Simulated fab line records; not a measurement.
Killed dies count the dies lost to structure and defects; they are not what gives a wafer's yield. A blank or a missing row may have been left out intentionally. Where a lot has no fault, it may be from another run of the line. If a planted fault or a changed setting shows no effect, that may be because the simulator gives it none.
A lot that was struck, set against a sound lot | flow n5-finfet | 39 steps out of a route of 1938
Sound: these wafers, L454.1, L454.4, L454.5. Struck: wafers L465.1, L465.3 (left out: L465.5, a lot-mate that was not struck); the cause follows at the end.
For every step that has rows: the tool of each side, followed by ch and its chambers, followed by its first start. Under that, the readings that differ: sound wafers | struck wafers | difference of the means | sigmas: that difference in standard deviations of wafers without a fault.
alike: readings with means less than 2 such deviations apart, plus words and numbers identical on both sides. not compared: withheld readings, readings lacking a value on some wafer, bounds such as >300 that could conceal the same value, and numbers that have no deviation in the record and whose values overlap.
Wherever a step has rows on one side only, a row that says differs or no value, or a row with sigmas, the two part there. When numbers do not overlap yet have no deviation, they are printed without sigmas and do not part them. A reading that every wafer of one side lacks parts them only if that side has two wafers or more.

first, 10 steps without rows for these wafers: N5_BEOL_M0_SAQP_DESCUM_19 (chemistry O2, time 7.9 s); N5_BEOL_M0_SAQP_ETCH_83 (etches SiARC in CF4, target depth 39 nm, time 65 s); N5_BEOL_M0_SAQP_ETCH_84 (etches SOC in N2/H2, target depth 100 nm, overetch 20 nm, time 150 s); N5_BEOL_M0_SAQP_STRIP_80 (strips in N2/H2); N5_BEOL_M0_SAQP_HM_OPEN_112 (chemistry CHF3/O2, target SiO2, stops on a-Si, target depth 12 nm, time 13.5 s); N5_BEOL_M0_SAQP_STRIP_113 (strips in CHF3/O2); N5_BEOL_M0_SAQP_MANDREL_ETCH_20 (etches a-Si in HBr/Cl2, stops on SiNx, target depth 60 nm, bt time 10 s, time 30 s); N5_BEOL_M0_SAQP_STRIP_86 (strips in N2/H2); N5_BEOL_M0_SAQP_STRIP_115 (strips in post etch residue remover, time 60 s); N5_BEOL_M0_SAQP_SRD_93 (time 30 s).
N5_BEOL_M0_SAQP_RECESS_114: chemistry HF/NH3, target SiO2, target depth 14.4 nm, afs cycles 3, sublimation time 60 s.
  sound on vapor-etch-01 ch 0,1, day 6 15:23; struck on vapor-etch-01 ch 1, day 8 17:17
  alike: drypump-motor-current-A, foreline-p-Torr
then, 24 steps without rows for these wafers: N5_BEOL_M0_SAQP_SPACER1_ALD_98 (deposits SiO2, target thk 12.8 nm, pulse time 1 s, purge time 2 s); N5_BEOL_M0_SAQP_SPACER1_ETCHBACK_99 (etches SiO2 in CHF3/O2, target depth 15.4 nm, time 7.7 s); N5_BEOL_M0_SAQP_MANDREL1_REMOVE_100 (chemistry HBr/Cl2/O2, target a-Si, stops on SiNx, bt time 10 s); N5_BEOL_M0_SAQP_ETCH_101 (etches SiNx in CH3F/O2, target depth 29.9 nm, time 42.7 s); N5_BEOL_M0_SAQP_ETCH_102 (etches SiO2 in CF4, target depth 4 nm, time 4.4 s); N5_BEOL_M0_SAQP_MANDREL_ETCH_103 (etches a-Si in HBr/Cl2, stops on SiCN, target depth 45 nm, bt time 10 s, time 27 s); N5_BEOL_M0_SAQP_RECESS_104 (chemistry HF/NH3, target SiO2, target depth 18 nm, afs cycles 3, sublimation time 60 s); N5_BEOL_M0_SAQP_COAT_105 (time 60 s, resist thk 100 nm); N5_BEOL_M0_SAQP_ETCH_106 (etches SOC in N2/H2, stops on SiNx, target depth 150 nm); N5_BEOL_M0_SAQP_ETCH_107 (etches SiNx in CH3F/O2, target depth 30 nm); N5_BEOL_M0_SAQP_STRIP_108 (strips in N2/H2); N5_BEOL_M0_SAQP_RECESS_109 (chemistry HF/NH3, target SiO2, target depth 3 nm, afs cycles 1, sublimation time 60 s); N5_BEOL_M0_SAQP_SPACER2_ALD_26 (deposits SiO2, target thk 15 nm, pulse time 1 s, purge time 2 s); N5_BEOL_M0_SAQP_SPACER2_ETCHBACK_27 (etches SiO2 in CHF3/O2, target depth 22.5 nm, time 11.25 s); N5_BEOL_M0_SAQP_MANDREL2_REMOVE_110 (chemistry HBr/Cl2/O2, target a-Si, stops on SiCN, bt time 10 s); N5_BEOL_M0_SAQP_COAT_69 (time 60 s, resist thk 90 nm); N5_BEOL_M0_SAQP_COAT_72 (time 60 s, resist thk 15 nm); N5_BEOL_M0_SAQP_COAT_87 (time 60 s, resist thk 5 nm); N5_BEOL_M0_SAQP_COAT_34 (resist thk 30 nm); N5_BEOL_M0_SAQP_EBR_36; N5_BEOL_M0_SAQP_SOFTBAKE_35 (time 60 s); N5_BEOL_M0_SAQP_EXPOSE_37 (exposes mask M0 CUT1, target cd 30 nm); N5_BEOL_M0_SAQP_PEB_38 (peb time 60 s); N5_BEOL_M0_SAQP_DEVELOP_39 (develop time 30 s).
N5_BEOL_M0_SAQP_INSPECT_42: inspects for defects (brightfield).
  sound on defect-inspect-01 at day 6 21:13; struck on defect-inspect-02 at day 8 20:56
  reading          | sound       | struck    | difference | sigmas
  raw-defect-count | 310 236 217 | 1533 1484 | +1254      | +17
N5_BEOL_M0_CUTY_INSPECT_59: inspects for defects (macro).
  sound on defect-inspect-01 at day 6 22:38; struck on defect-inspect-02 at day 8 23:08
  reading          | sound | struck    | difference | sigmas
  raw-defect-count | 1 6 3 | >300 >300 | differs    |
-- the record jumps here: 2 days lie between the struck wafers' starts before and after (it left off in module BEOL_M0_CUTY and takes up again in module BEOL_M4, whose first step shown is number 1111 of the route) --
N5_BEOL_M4_RC_MEAS_101:
  sound on prober-01 ch 0, day 9 00:17; struck on prober-01 ch 0, day 11 10:19
  reading       | sound          | struck    | difference | sigmas
  DIBL_N (mV/V) | 34.5 35.4 34.5 | 37.1 38.1 | +2.8       | +2
  SS_P (mV/dec) | 72.0 72.3 72.6 | 74.1 74.0 | +1.8       | +3
  alike: DIBL_P, IOFF_N, IOFF_P, ION_N, ION_P, SS_N, VT_N, VT_P
-- the record jumps here: 5 days lie between the struck wafers' starts before and after (it left off in module BEOL_M4 and takes up again in module PASSIVATION, whose first step shown is number 1936 of the route) --
N5_PASSIVATION_PROBE_49:
  the record has rows for the struck wafers here (prober-01, day 16 06:21) and none for the sound ones

## WHERE THEY PART
First at N5_BEOL_M0_SAQP_INSPECT_42; last, within this record, at N5_PASSIVATION_PROBE_49.

WHY: whatever the simulator had introduced
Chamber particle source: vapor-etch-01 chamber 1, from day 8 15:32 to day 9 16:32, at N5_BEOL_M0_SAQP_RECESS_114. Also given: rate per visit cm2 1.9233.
